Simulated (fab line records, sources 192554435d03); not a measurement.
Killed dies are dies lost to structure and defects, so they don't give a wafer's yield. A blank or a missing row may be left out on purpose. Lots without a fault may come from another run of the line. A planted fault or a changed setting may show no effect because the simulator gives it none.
A struck lot beside a sound one | flow n5_finfet | 14 steps out of a route of 1938
Sound: wafers L172.2, L172.4, L172.6. Struck: wafers L178.1, L178.4, L178.5. The cause comes at the end.
At each step with rows: each side's tool, then ch and its chambers, then its first start. Under that, the readings that differ: sound wafers | struck wafers | difference of the means | sigmas: that difference in standard deviations of wafers without a fault.
alike: readings whose means differ by less than 2 such deviations, and words and numbers that are the same on both sides. not compared: withheld readings, readings that some wafer has no value for, bounds like >300 that may hide the same value, and numbers for which the record gives no deviation and whose values overlap.
The two part at a step that has a row with sigmas, a row that says differs or no value, or rows on one side only. Numbers that don't overlap but have no deviation are shown without sigmas and don't part them. A reading that every wafer of one side lacks parts them only if that side has two wafers or more.

first, 7 steps without rows for these wafers: N5_PASSIVATION_COAT_24; N5_PASSIVATION_EBR_26; N5_PASSIVATION_SOFTBAKE_25 (time 90 s); N5_PASSIVATION_EXPOSE_27 (exposes mask PAD, defocus 0 nm); N5_PASSIVATION_PEB_28; N5_PASSIVATION_DEVELOP_29 (develop time 60 s); N5_PASSIVATION_HARDBAKE_31 (time 120 s).
N5_PASSIVATION_CD_MEAS_30: target cd 4000 nm.
  sound on cd_sem-03 ch 0, day 12 05:34; struck on cd_sem-02 ch 0, day 13 15:41
  alike: cd_nm
N5_PASSIVATION_OVL_MEAS_63:
  sound on overlay-02 ch 0, day 12 05:36; struck on overlay-01 ch 0, day 13 15:43
  alike: PAD_OVL
N5_PASSIVATION_INSPECT_64: inspects for defects (macro).
  sound on defect_inspect-01, day 12 05:37; struck on defect_inspect-01, day 13 15:44
  alike: raw_defect_count
N5_PASSIVATION_DESCUM_32: chemistry O2, time 7.9 s.
  sound on rie_diel-06 ch 0,1, day 12 05:39; struck on rie_diel-02 ch 0,2,3, day 13 15:47
  alike: drypump_motor_current_A, o2_flow_sccm, oes_product_au, rf_vpp_V, showerhead_plenum_p_Torr, throttle_valve_pct
  not compared: rf_hours_counter_h
N5_PASSIVATION_AL_ETCH_33: etches Al in Cl2/BCl3, stops on TaN, target depth 2800 nm, time 466.7 s.
  sound on rie_metal-03 ch 1, day 12 05:52; struck on rie_metal-03 ch 0, day 13 15:52
  reading                     | sound       | struck      | difference | sigmas
  drypump_motor_current_A (A) | 6.8 6.8 6.8 | 5.1 5.1 5.0 | -1.7       | -2
  alike: oes_product_au, throttle_valve_pct
  not compared: rf_hours_counter_h
N5_PASSIVATION_ETCH_59: etches TaN in Cl2/BCl3, target depth 65 nm, time 34.9 s.
  sound on rie_metal-03 ch 1, day 12 06:34; struck on rie_metal-03 ch 0, day 13 16:16
  reading                     | sound            | struck           | difference | sigmas
  drypump_motor_current_A (A) | 6.7 6.7 6.8      | 5.0 5.0 5.1      | -1.7       | -2
  oes_product_au (a.u.)       | 0.77 0.77 0.75   | 1.19 1.20 1.20   | +0.43      | +5
  throttle_valve_pct (%)      | 21.1 21.1 21.1   | 20.2 20.2 20.2   | -0.9       | -3
  model.etch.depth_nm (nm)    | 65.88 65.5 65.23 | 91.42 91.5 91.28 | +25.86     |
  not compared: rf_hours_counter_h
N5_PASSIVATION_STRIP_34: strips in O2.
  sound on rie_diel-05 ch 0,2, day 12 06:47; struck on rie_diel-02 ch 0,2, day 13 16:23
  alike: drypump_motor_current_A, o2_flow_sccm, oes_product_au, rf_vpp_V, showerhead_plenum_p_Torr, throttle_valve_pct
  not compared: rf_hours_counter_h

WHERE THEY PART
First at N5_PASSIVATION_AL_ETCH_33; last, within this record, at N5_PASSIVATION_ETCH_59. Later steps at which nothing parts them and some readings are alike: N5_PASSIVATION_STRIP_34.

WHY: what the simulator had put in
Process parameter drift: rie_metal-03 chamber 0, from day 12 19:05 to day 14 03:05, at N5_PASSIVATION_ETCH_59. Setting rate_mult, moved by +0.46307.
